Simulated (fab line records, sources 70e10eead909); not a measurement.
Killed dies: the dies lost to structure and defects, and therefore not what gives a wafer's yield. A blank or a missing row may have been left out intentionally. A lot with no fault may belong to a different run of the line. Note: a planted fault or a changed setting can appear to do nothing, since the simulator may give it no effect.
A lot that was struck, set against a sound lot	flow nand-harc	14 steps out of a route of 1302
Sound: wafers L401.1, L401.2, L401.5. The struck wafers were L411.2, L411.5, L411.6. Last of all comes the cause.
For every step that has rows: the tool of each side, followed by ch and its chambers, followed by its first start. Under that, the readings that differ: sound wafers	struck wafers	difference of the means	sigmas: that difference in standard deviations of wafers without a fault.
alike: words and numbers the same on both sides, and readings whose means are apart by under 2 such deviations; not compared: readings that were withheld, readings missing a value for some wafer, numbers with overlapping values and no deviation given by the record, and bounds like >300 which may hide the same value.
A row with sigmas, a row that says differs or no value, or rows on one side alone: a step with any of these is where the two part. Numbers that have no deviation but don't overlap get no sigmas and don't part them. A reading that every wafer of one side lacks parts them only if that side has two wafers or more.

first, 4 steps without rows for these wafers: NHARC_A_WL_FILL_STRIP_28 (strips in post etch residue remover, time 1200 s); NHARC_A_WL_FILL_PRECLEAN_06 (cleans in DIW, time 300 s); NHARC_A_WL_FILL_SRD_07; NHARC_A_WL_FILL_ANNEAL_08 (time 1800 s).
NHARC_A_WL_FILL_ALD_10: deposits SiO2, target thk 50 nm, pulse time 10 s, ald cycles 500.
  sound on ald-hk-04 ch 0,2, day 23 09:26; struck on ald-hk-03 ch 2,3, day 27 01:07
reading	sound	struck	difference	sigmas
heater-power-w (W)	390 497 407	583 571 578	+146	+3
  alike: precursor-pulse-height-rel
NHARC_A_WL_FILL_ETCHBACK_16: etches the open film in C4F8/O2/Ar, target depth 120 nm, time 24 s.
  sound on rie-diel-08 ch 2,3; struck on rie-diel-08 ch 0,1
reading	sound	struck	difference	sigmas
oes-product-au (a.u.)	1.01 1.00 1.01	0.91 0.91 0.90	-0.10	-3
  alike: bias-w, chamber-pressure-mTorr, rf-vpp-V
  not compared: rf-hours-counter-h
NHARC_A_WL_FILL_STRIP_29: strips in O2, time 20 s.
  sound on rie-diel-08 ch 2,3, day 23 13:39; struck on rie-diel-08 ch 0,1, day 27 05:22
  alike: drypump-motor-current-A, oes-product-au, rf-vpp-V, showerhead-plenum-p-Torr, throttle-valve-pct
  not compared: rf-hours-counter-h
NHARC_A_WL_FILL_ETCHBACK_17: etches the open film in Cl2/BCl3, target depth 4 nm, time 26.7 s.
  sound on rie-metal-03 ch 0,1, day 23 13:44; struck on rie-metal-03 ch 0,1, day 27 05:28
  alike: chamber-pressure-mTorr, drypump-motor-current-A, oes-product-au
  not compared: rf-hours-counter-h
then, 3 steps without rows for these wafers: NHARC_A_WL_FILL_PRECLEAN_18 (cleans in dHF, time 30 s); NHARC_A_WL_FILL_SRD_21; NHARC_A_WL_FILL_CVD_23 (deposits poly-Si, target thk 40 nm, time 800 s).
NHARC_A_WL_FILL_ETCHBACK_26: etches the open film in HBr, target depth 52 nm, time 13.3 s.
  sound on rie-si-04 ch 0,1,2, day 23 19:01; struck on rie-si-04 ch 1,2,3, day 27 10:37
  no value came back on the struck wafers for any of 6 readings (bias-w (W), chamber-pressure-mTorr (mTorr) and others); on the sound wafers bias-w (W) reads 59.92 59.96 60.03
  not compared: rf-hours-counter-h
then, 1 step without rows for these wafers: NHARC_A_WL_FILL_PRECLEAN_30 (cleans in dHF, time 10 s).
-- the record jumps here: 3 days lie between the struck wafers' starts before and after (it left off in module A_WL_FILL and takes up again in module END, whose first step shown is number 1302 of the route) --
NHARC_END_SORT_01:
  the record has rows for the struck wafers here (prober-01 ch 0, day 30 18:52) and none for the sound ones

## WHERE THEY PART
Earliest at NHARC_A_WL_FILL_ALD_10; latest, in this record, at NHARC_END_SORT_01.

WHY: what the simulator had put in
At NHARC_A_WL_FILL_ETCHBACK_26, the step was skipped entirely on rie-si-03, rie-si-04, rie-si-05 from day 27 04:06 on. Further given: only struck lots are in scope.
